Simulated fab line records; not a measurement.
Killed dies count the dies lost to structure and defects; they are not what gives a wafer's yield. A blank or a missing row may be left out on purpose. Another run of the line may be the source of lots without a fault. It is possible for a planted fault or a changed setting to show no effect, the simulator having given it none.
Split-lot trial | flow n5-finfet | 7 lots, 21 wafers read, on a route of 1938 steps

== THE SPLIT ==
At N5_BEOL_M10_TRENCH_ETCH_37 (etches SiCOH lowk in C4F6/O2, target depth 148.83 nm, time 48 s), the setting source-w was moved away from the recipe's 345 W on 9 of the 21 wafers read, by -17.4% to +11.7%. All remaining wafers had this setting at the recipe value.

== FROM THE SPLIT TO THE READING: what the file shows between them, 11 steps ==
- N5_BEOL_M10_ETCH_41: etches SiCN in CH3F/O2, target depth 42.6 nm, time 86 s
- N5_BEOL_M10_STRIP_77: strips in N2/H2, time 10 s
- N5_BEOL_M10_OCD_MEAS_38
- N5_BEOL_M10_ALD_74: deposits TaN, target thk 2 nm, pulse time 2 s, purge time 3 s (also split here: ald-cycles)
- N5_BEOL_M10_SURFACE_TREAT_76
- N5_BEOL_M10_CVD_75: deposits Co from CCTBA/H2, target thk 2 nm, time 138.9 s
- N5_BEOL_M10_ECD_50: material Cu, target thk 318 nm
- N5_BEOL_M10_ANNEAL_51: time 90 s
- N5_BEOL_M10_CMP_52: polishes, stops on SiCOH lowk, t overpolish 7 s, target thk 140 nm
- N5_BEOL_M10_PRE_CLEAN_55: time 15 s
- N5_BEOL_M10_DEP_56: deposits SiCN from 3MS/NH3, target thk 15 nm, time 26.5 s

== THE READING ==
M10_RS, in ohm/sq, at N5_BEOL_M10_RS_MEAS_57 (measures by four-point-probe). Typical for fault-free wafers on this fab line: 0.152 ohm/sq, with standard deviation 0.0033 ohm/sq.

wafer  | tool, chamber at the split | source-w as run, W | against the recipe | M10_RS, ohm/sq | against lot-mates on the recipe
L079.4 | rie-diel-04, 3             | 345                | recipe             | 0.146          | -
L079.5 | rie-diel-04, 3             | 345                | recipe             | 0.147          | -
L079.6 | rie-diel-04, 0             | 345                | recipe             | 0.145          | -
L080.3 | rie-diel-04, 0             | 345                | recipe             | 0.146          | -
L080.4 | rie-diel-04, 1             | 320.8              | -7.0%              | 0.160          | +0.014
L080.5 | rie-diel-04, 2             | 320.8              | -7.0%              | 0.159          | +0.013
L081.1 | rie-diel-04, 3             | 385.5              | +11.7%             | 0.143          | -0.008
L081.2 | rie-diel-04, 1             | 385.5              | +11.7%             | 0.147          | -0.004
L081.4 | rie-diel-04, 0             | 345                | recipe             | 0.151          | -
L085.2 | rie-diel-05, 3             | 284.8              | -17.4%             | 0.170          | +0.015
L085.5 | rie-diel-05, 1             | 284.8              | -17.4%             | 0.173          | +0.018
L085.6 | rie-diel-05, 0             | 345                | recipe             | 0.155          | -
L084.2 | rie-diel-01, 2             | 379.2              | +9.9%              | 0.146          | -0.007
L084.3 | rie-diel-01, 1             | 345                | recipe             | 0.153          | -
L084.5 | rie-diel-01, 0             | 379.2              | +9.9%              | 0.142          | -0.011
L090.1 | rie-diel-05, 3             | 363.6              | +5.4%              | 0.154          | -0.002
L090.2 | rie-diel-05, 0             | 345                | recipe             | 0.157          | -
L090.5 | rie-diel-05, 3             | 345                | recipe             | 0.155          | -
L092.1 | rie-diel-04, 1             | 345                | recipe             | 0.151          | -
L092.3 | rie-diel-04, 0             | 345                | recipe             | 0.148          | -
L092.5 | rie-diel-04, 2             | 345                | recipe             | 0.153          | -

FIT RESULTS
A straight line over all 21 wafers: M10_RS changes by -0.000908 ohm/sq for each +1% of source-w; r = -0.87; the points scatter about the line by 0.0042 ohm/sq.
The same after taking each lot's own level away (the mean of its wafers on the recipe; 21 wafers): -0.000906 ohm/sq for each +1%; r = -0.93; scatter 0.0029 ohm/sq.
According to that fit, moving source-w by its largest amount changes the reading by 0.016 ohm/sq.
Across the lots, their own levels run from 0.1460 to 0.1560 ohm/sq, a range of 3.0 times the standard deviation given above.
Consequently the slope shifts little with the lot-to-lot level, the two slopes agreeing.
Check: with one of the wafers moved furthest among these (-17.4%) left out of the fit, the line predicts +0.018 ohm/sq for it against its lot-mates. It came out at +0.015 ohm/sq against them.
Tool readings at the split's step, against how far the setting was moved: rf-vpp-V r = -0.93.

== THE OTHER SPLITS THESE WAFERS WENT THROUGH ==
Before the reading, these wafers also passed through other splits. Each is held against what the fit with the lots' levels taken away leaves over:
other split on the same wafers   | wafers away from the commonest value | r with M10_RS (lot level and that fit taken away)
N5_BEOL_M7_VIA_ETCH_34 source-w  | 8                                    | -0.12
N5_BEOL_M7_TRENCH_ETCH_37 bias-w | 6                                    | -0.13
N5_BEOL_M8_ETCH_65 source-w      | 8                                    | -0.01
N5_BEOL_M9_EXPOSE_25 dose-mj     | 9                                    | -0.17
N5_BEOL_M9_ETCH_66 time-s        | 7                                    | -0.33
N5_BEOL_M10_ALD_74 ald-cycles    | 9                                    | -0.10

== THE WHOLE CHAIN: every reading that the file lists as answering this split, in the file's order ==
step                       | what it does                                                       | reading                                                                       | change (the file's fit)               | r (the file's)
N5_BEOL_M10_TRENCH_ETCH_37 | etches SiCOH lowk in C4F6/O2, target depth 148.83 nm, time 48 s    | rf-vpp-V                                                                      | -3.87 V for each +1% of the setting   | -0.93
N5_BEOL_M10_TRENCH_ETCH_37 | etches SiCOH lowk in C4F6/O2, target depth 148.83 nm, time 48 s    | BEOL_M10.feature-depth-nm (the simulator's own value, which no gauge read)    | +0.66 nm for each +1% of the setting  | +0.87
N5_BEOL_M10_TRENCH_ETCH_37 | etches SiCOH lowk in C4F6/O2, target depth 148.83 nm, time 48 s    | etch.depth-nm (the simulator's own value, which no gauge read)                | +0.657 nm for each +1% of the setting | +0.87
N5_BEOL_M10_OCD_MEAS_38    |                                                                    | trench-depth-nm                                                               | +0.664 nm for each +1% of the setting | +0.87
N5_BEOL_M10_CMP_52         | polishes, stops on SiCOH lowk, t overpolish 7 s, target thk 140 nm | Cu_of_BEOL_M10_ECD_50.thk-nm (the simulator's own value, which no gauge read) | +0.714 nm for each +1% of the setting | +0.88
N5_BEOL_M10_RS_MEAS_57     | measures by four-point-probe                                       | M10_RS                                                                        | -0.000904 for each +1% of the setting | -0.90

== THE FILE'S OWN FIT ==
M10_RS changes by -0.000904 ohm/sq for each +1% of source-w, r = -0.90.
